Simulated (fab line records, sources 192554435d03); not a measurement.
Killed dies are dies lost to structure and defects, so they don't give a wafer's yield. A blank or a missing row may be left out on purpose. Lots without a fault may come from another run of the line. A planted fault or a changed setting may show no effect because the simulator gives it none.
Which tool did it? | flow n5_finfet | 12 lots, 36 wafers sampled, at 3 steps of a route of 1938

WHAT THE GAUGES READ, wafer by wafer
N5_MOL_CONTACT_COAG_INSPECT_10: inspects for defects (brightfield).
lot  | measured     | on                | raw_defect_count
L075 | day 4 21:19  | defect_inspect-02 | 54 59 23
L077 | day 5 08:40  | defect_inspect-02 | 63 83 63
L079 | day 5 22:14  | defect_inspect-02 | 90 60 35
L081 | day 6 10:31  | defect_inspect-02 | 44 68 75
L083 | day 6 21:05  | defect_inspect-01 | 83 71 60
L085 | day 7 10:34  | defect_inspect-01 | 101 73 73
L087 | day 7 21:03  | defect_inspect-01 | 42 26 22
L089 | day 8 13:08  | defect_inspect-02 | 98 82 76
L091 | day 9 03:59  | defect_inspect-01 | 133 135 108
L093 | day 9 09:28  | defect_inspect-01 | 50 72 48
L095 | day 10 00:55 | defect_inspect-01 | 52 73 43
L097 | day 10 11:22 | defect_inspect-02 | 55 76 53

WHICH TOOL RAN EACH LOT (tool, then ch and the chambers of the sampled wafers, then the start)
lot  | N5_HKMG_FIN_STRIP_34              | N5_HKMG_FIN_STRIP_69
L075 | rie_diel-02 ch 1,2,3, day 4 09:15 | plasma_asher-01 ch 0,1, day 4 11:51
L077 | rie_diel-04 ch 2,3, day 4 20:40   | plasma_asher-01 ch 0,1, day 4 23:14
L079 | rie_diel-01 ch 0,3, day 5 10:04   | plasma_asher-02 ch 0,1, day 5 12:46
L081 | rie_diel-01 ch 1,2, day 5 22:17   | plasma_asher-01 ch 0, day 6 00:46
L083 | rie_diel-01 ch 1,3, day 6 08:55   | plasma_asher-01 ch 0,1, day 6 11:23
L085 | rie_diel-01 ch 1,2, day 6 22:20   | plasma_asher-01 ch 0,1, day 7 00:57
L087 | rie_diel-02 ch 2,3, day 7 09:11   | plasma_asher-02 ch 0,1, day 7 11:49
L089 | rie_diel-01 ch 0,1,3, day 8 01:21 | plasma_asher-01 ch 0,1, day 8 03:49
L091 | rie_diel-04 ch 1,2, day 8 11:55   | plasma_asher-01 ch 0,1, day 8 14:50
L093 | rie_diel-02 ch 0,2,3, day 8 20:14 | plasma_asher-01 ch 0,1, day 8 22:42
L095 | rie_diel-04 ch 0,1,2, day 9 12:49 | plasma_asher-02 ch 0,1, day 9 15:17
L097 | rie_diel-01 ch 0,1,2, day 9 23:31 | plasma_asher-02 ch 0,1, day 10 02:07
- N5_HKMG_FIN_STRIP_34: strips in CF4.
- N5_HKMG_FIN_STRIP_69: strips in N2/H2, time 360 s.

THE ANSWER, worked out from the rows above alone
Rule: what is usual is taken from the lots themselves. Put in order of their means at a reading, lots are off if they are a third of the lots or fewer, leave a main group of 4 or more, and stand apart from it by a gap of 3 or more times the standard deviation of the main group's means; of several such gaps the widest counts. A main group whose means are all the same, to the digits that the tables above print for the reading, isn't used. A lot without any number at a reading at which 4 lots or more have one is off too. The other lots that the step has rows for count as sound.
No lot is off at any reading shown: from this, nothing can be told.

WHAT THE SIMULATOR HAD PUT IN
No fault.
